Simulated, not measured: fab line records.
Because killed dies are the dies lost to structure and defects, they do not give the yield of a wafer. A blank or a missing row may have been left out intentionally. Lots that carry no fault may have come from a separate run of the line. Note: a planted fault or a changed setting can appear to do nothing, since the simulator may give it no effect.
2 desks, one fault :: flow n5-finfet :: numbers are kept per desk, each desk with only its own; the story behind them comes last

## AT THE TOOL OWNER'S DESK: ald-metal-03
The tool's own readings at N5_HKMG_FIN_ALD_91 (deposits TiN, target thk 1 nm, pulse time 1 s, purge time 3 s): means of the sampled wafers that have a number, for each lot that ran on this tool. If a lot's mean is further than 4 standard deviations from the usual mean, the lot is out of limits and carries the mark OUT (the distance appears in the brackets).
Columns: A = heater-power-outer-w at N5_HKMG_FIN_ALD_91, usual 514 W; B = heater-power-w at N5_HKMG_FIN_ALD_91, usual 850 W; C = precursor-pulse-height-rel at N5_HKMG_FIN_ALD_91, usual 1.000; D = susceptor-temp-C at N5_HKMG_FIN_ALD_91, usual 399.97 C
lot: L965
first seen here: day 4 19:11
A: 518
B: 881
C: 0.989
D: 399.74

lot: L970
first seen here: day 5 23:32
A: 436
B: 739
C: 1.005
D: 372.25 (-99 or more) OUT

lot: L975
first seen here: day 7 11:25
A: 437
B: 735
C: 1.020
D: 372.20 (-99 or more) OUT
This desk's finding: out of limits on L970, L975; first on L970, day 5 23:32 (susceptor-temp-C at N5_HKMG_FIN_ALD_91). Within limits: L965.

## THE METROLOGY DESK
Means of the sampled wafers that have a number, per lot and without regard to the tool the lot ran on: this is what the gauges read. If a lot's mean is further than 4 standard deviations from the usual mean, the lot is out of limits and carries the mark OUT (the distance appears in the brackets). Readings shown: 7 out of 15 (the first out of limits, and those lying furthest out on some lot).
Columns: A = IOFF_N at N5_BEOL_M4_RC_MEAS_101, usual 0.16 nA/um; B = IOFF_N_85C at N5_BEOL_M4_RC_MEAS_101, usual 3.2 nA/um; C = IOFF_N_LIN at N5_BEOL_M4_RC_MEAS_101, usual 0.074 nA/um; D = IOFF_N_LONG at N5_BEOL_M4_RC_MEAS_101, usual 5.48e-05 nA/um; E = VT_N at N5_BEOL_M4_RC_MEAS_101, usual 250 mV; F = VT_N_LONG at N5_BEOL_M4_RC_MEAS_101, usual 275.1 mV; G = VT_N_LVT at N5_BEOL_M4_RC_MEAS_101, usual 99 mV
lot: L965
first seen here: day 10 02:13
A: 0.13
B: 2.6
C: 0.062
D: 5.45e-05
E: 252
F: 275.6
G: 102

lot: L970
first seen here: day 10 20:51
A: 0.33 (+5.0) OUT
B: 5.8 (+4.6) OUT
C: 0.146 (+5.6) OUT
D: 7.96e-05 (+10) OUT
E: 233 (-5.0) OUT
F: 261.2 (-6.6) OUT
G: 79 (-5.3) OUT

lot: L975
first seen here: day 11 17:31
A: 0.23
B: 4.3
C: 0.105
D: 7.62e-05 (+8.9) OUT
E: 240
F: 264.8 (-4.9) OUT
G: 88

lot: L985
first seen here: day 14 07:40
A: 0.17
B: 3.4
C: 0.081
D: 6.07e-05
E: 247
F: 274.4
G: 96
This desk's result: L970, L975 out of limits, first on L970 (IOFF_N at N5_BEOL_M4_RC_MEAS_101), day 10 20:51. Within limits: L965, L985.

## BROUGHT TOGETHER
The tool owner's desk had the chance to raise an alarm at day 5 23:32 on L970, L975.
An alarm was possible from the metrology desk at day 10 20:51, on L970, L975.
All the named lots went through N5_HKMG_FIN_ALD_91 on ald-metal-03.

## WHAT THE SIMULATOR PUT IN
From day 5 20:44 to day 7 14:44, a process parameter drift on ald-metal-03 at N5_HKMG_FIN_ALD_91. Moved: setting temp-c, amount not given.
Struck lots among those shown: L970, L975.
Delay (hours) between the fault's onset and each desk's first out-of-limits reading: 3 at the tool owner's desk, 120 at the metrology desk.
